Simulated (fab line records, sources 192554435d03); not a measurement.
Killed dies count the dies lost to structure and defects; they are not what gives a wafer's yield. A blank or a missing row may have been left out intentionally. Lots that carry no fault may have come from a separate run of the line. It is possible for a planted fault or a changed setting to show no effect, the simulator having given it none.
A single fault, viewed from 3 desks    flow n5Finfet    each desk holds nothing but its own numbers, with what lay behind them at the end

FROM THE METROLOGY DESK
Means of the sampled wafers that have a number, per lot and without regard to the tool the lot ran on: this is what the gauges read. A lot is out of limits, marked OUT, if its mean lies more than 4 standard deviations from the usual mean; the brackets give that distance. Readings shown: 7 of its 12, picked as those furthest out on some lot.
Columns: A = cdNm at N5_BEOL_M2_CD_MEAS_11, usual 16.86 nm; B = IOFF_P at N5_BEOL_M4_RC_MEAS_101, usual 0.19 nA/um; C = ION_P at N5_BEOL_M4_RC_MEAS_101, usual 460 uA/um; D = SS_N at N5_BEOL_M4_RC_MEAS_101, usual 71.2 mV/dec; E = SS_P at N5_BEOL_M4_RC_MEAS_101, usual 73.0 mV/dec; F = VT_N at N5_BEOL_M4_RC_MEAS_101, usual 251 mV; G = VT_P at N5_BEOL_M4_RC_MEAS_101, usual -251.4 mV
lot   first seen here  A      B     C    D     E     F    G
L623  day 6 20:36      16.82  0.18  458  70.8  72.8  252  -252.1
L631  day 8 22:52      17.26  0.24  464  71.6  73.9  246  -248.5
L633  day 9 06:02      16.88  0.20  461  71.3  73.0  252  -250.4
L632  day 9 06:13      16.79  0.16  463  70.5  72.1  251  -252.2
L634  day 9 14:34      16.96  0.18  450  71.2  72.7  254  -251.3
L637  day 10 16:08     16.56  0.22  460  71.3  74.0  248  -247.9
L640  day 10 20:50     16.91  0.18  463  70.7  72.4  252  -250.9
L641  day 11 03:05     16.82  0.23  460  72.0  73.4  248  -249.4
L644  day 12 03:13     17.17  0.20  455  71.0  72.8  251  -250.2
Result from this desk: across the 9 lots, nothing is out of limits.

THE DEFECT DESK
For each lot, the counts of the inspections along the route, averaged over the sampled wafers that have a number. A lot is out of limits, marked OUT, if its mean lies more than 4 standard deviations from the usual mean; the brackets give that distance.
Columns: A = rawDefectCount at N5_BEOL_M2_INSPECT_30, usual 430
lot   first seen here  A
L623  day 6 21:42      374
L631  day 9 00:12      436
L633  day 9 07:10      454
L632  day 9 07:13      414
L634  day 9 15:40      299
L637  day 10 17:20     469
L640  day 10 21:55     657
L641  day 11 04:02     693
L644  day 12 04:19     472
Result from this desk: across the 9 lots, nothing is out of limits.

TOOL OWNER'S DESK, rieDiel-04
The tool's own readings at N5_BEOL_M2_ETCH_74 (etches underlayer in N2/H2, target depth 6.5 nm, time 5.2 s): means of the sampled wafers that have a number, for each lot that ran on this tool. A lot is out of limits, marked OUT, if its mean lies more than 4 standard deviations from the usual mean; the brackets give that distance.
Columns: A = chamberPressureMTorr at N5_BEOL_M2_ETCH_74, usual 30.00 mTorr; B = drypumpMotorCurrentA at N5_BEOL_M2_ETCH_74, usual 5.8 A; C = etchRfOnTimeS at N5_BEOL_M2_ETCH_74, usual 5.13 s; D = oesProductAu at N5_BEOL_M2_ETCH_74, usual 0.71 a.u.; E = rfVppV at N5_BEOL_M2_ETCH_74, usual 524 V; F = showerheadPlenumPTorr at N5_BEOL_M2_ETCH_74, usual 2.53 Torr; G = throttleValvePct at N5_BEOL_M2_ETCH_74, usual 17.98 %
lot   first seen here  A      B    C     D     E    F     G
L623  day 6 20:46      30.01  6.2  5.14  0.72  525  2.57  18.10
L631  day 8 23:14      30.01  6.0  5.14  0.75  524  2.48  17.84
L634  day 9 14:44      29.98  6.2  5.20  0.68  526  2.56  18.13
L640  day 10 20:59     29.95  6.0  5.07  0.74  525  2.55  17.92
L641  day 11 03:14     29.97  6.1  5.04  0.75  526  2.63  18.01
Result from this desk: across the 5 lots, nothing is out of limits.

TAKEN TOGETHER
At the metrology desk, nothing out of limits was observed.
No out-of-limits result turned up at the defect desk.
The desk of the tool owner found nothing out of limits.

WHAT WAS PUT IN BY THE SIMULATOR
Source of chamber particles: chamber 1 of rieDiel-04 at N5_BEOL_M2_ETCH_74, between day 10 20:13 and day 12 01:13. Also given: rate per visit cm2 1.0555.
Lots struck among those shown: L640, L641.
